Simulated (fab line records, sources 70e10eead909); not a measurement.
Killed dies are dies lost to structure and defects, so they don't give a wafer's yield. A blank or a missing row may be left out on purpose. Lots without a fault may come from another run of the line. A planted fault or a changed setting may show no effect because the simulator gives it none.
A struck lot beside a sound one | flow nand_harc | 16 steps out of a route of 1302
Sound: wafers L400.1, L400.4, L400.6. Struck: wafer L405.5. (L405.1 of the same lot was not struck and is left out.) The cause comes at the end.
At each step with rows: each side's tool, then ch and its chambers, then its first start. Under that, the readings that differ: sound wafers | struck wafers | difference of the means | sigmas: that difference in standard deviations of wafers without a fault.
alike: readings whose means differ by less than 2 such deviations, and words and numbers that are the same on both sides. not compared: withheld readings, readings that some wafer has no value for, bounds like >300 that may hide the same value, and numbers for which the record gives no deviation and whose values overlap.
The two part at a step that has a row with sigmas, a row that says differs or no value, or rows on one side only. Numbers that don't overlap but have no deviation are shown without sigmas and don't part them. A reading that every wafer of one side lacks parts them only if that side has two wafers or more.

NHARC_A_ONON_D2_THK_MEAS_02: measures by ellipsometry.
  sound on film_metro-02, day 15 09:59; struck on film_metro-02, day 16 07:32
  reading     | sound          | struck | difference | sigmas
  thk_nm (nm) | 1020 1021 1021 | 1000   | -21        | -2
then, 1 step without rows for these wafers: NHARC_A_ONON_D2_DEP_03 (target thk 1000 nm).
NHARC_A_ONON_D2_THK_MEAS_05: measures by ellipsometry.
  sound on film_metro-01, day 15 10:34; struck on film_metro-01, day 16 08:13
  reading     | sound          | struck | difference | sigmas
  thk_nm (nm) | 1008 1008 1010 | 966    | -43        | -3
then, 1 step without rows for these wafers: NHARC_A_ONON_D2_DEP_06 (target thk 1000 nm).
NHARC_A_ONON_D2_THK_MEAS_08: measures by ellipsometry.
  sound on film_metro-02, day 15 11:08; struck on film_metro-01, day 16 08:47
  reading     | sound          | struck | difference | sigmas
  thk_nm (nm) | 1004 1004 1004 | 981    | -23        | -2
then, 1 step without rows for these wafers: NHARC_A_ONON_D2_DEP_09 (target thk 1000 nm).
NHARC_A_ONON_D2_THK_MEAS_11: measures by ellipsometry.
  sound on film_metro-01, day 15 11:42; struck on film_metro-02, day 16 09:22
  alike: thk_nm
then, 1 step without rows for these wafers: NHARC_A_ONON_D2_DEP_12 (target thk 1000 nm).
NHARC_A_ONON_D2_THK_MEAS_14: measures by ellipsometry.
  sound on film_metro-02, day 15 12:16; struck on film_metro-02, day 16 09:55
  alike: thk_nm
then, 2 steps without rows for these wafers: NHARC_A_ONON_D2_ANNEAL_15 (time 3600 s); NHARC_A_ONON_D2_DEP_16 (target thk 1000 nm).
NHARC_A_ONON_D2_THK_MEAS_18: measures by ellipsometry.
  sound on film_metro-02, day 15 18:30; struck on film_metro-01, day 16 17:08
  alike: thk_nm
NHARC_A_ONON_D2_DEP_19: target thk 1000 nm.
  sound on pecvd_onon-04 ch 0, day 15 18:34; struck on pecvd_onon-03 ch 0, day 16 17:11
  alike: n2o_flow_sccm
NHARC_A_ONON_D2_THK_MEAS_21: measures by ellipsometry.
  sound on film_metro-02, day 15 19:04; struck on film_metro-01, day 16 17:42
  reading     | sound          | struck | difference | sigmas
  thk_nm (nm) | 1013 1011 1011 | 1334   | +322       | +33
then, 1 step without rows for these wafers: NHARC_A_ONON_D2_DEP_22 (target thk 1000 nm).
NHARC_END_SORT_01:
  the record has rows for the sound wafers here (prober-01 ch 0, day 27 09:32) and none for the struck ones

WHERE THEY PART
First at NHARC_A_ONON_D2_THK_MEAS_02; last, within this record, at NHARC_END_SORT_01.

WHY: what the simulator had put in
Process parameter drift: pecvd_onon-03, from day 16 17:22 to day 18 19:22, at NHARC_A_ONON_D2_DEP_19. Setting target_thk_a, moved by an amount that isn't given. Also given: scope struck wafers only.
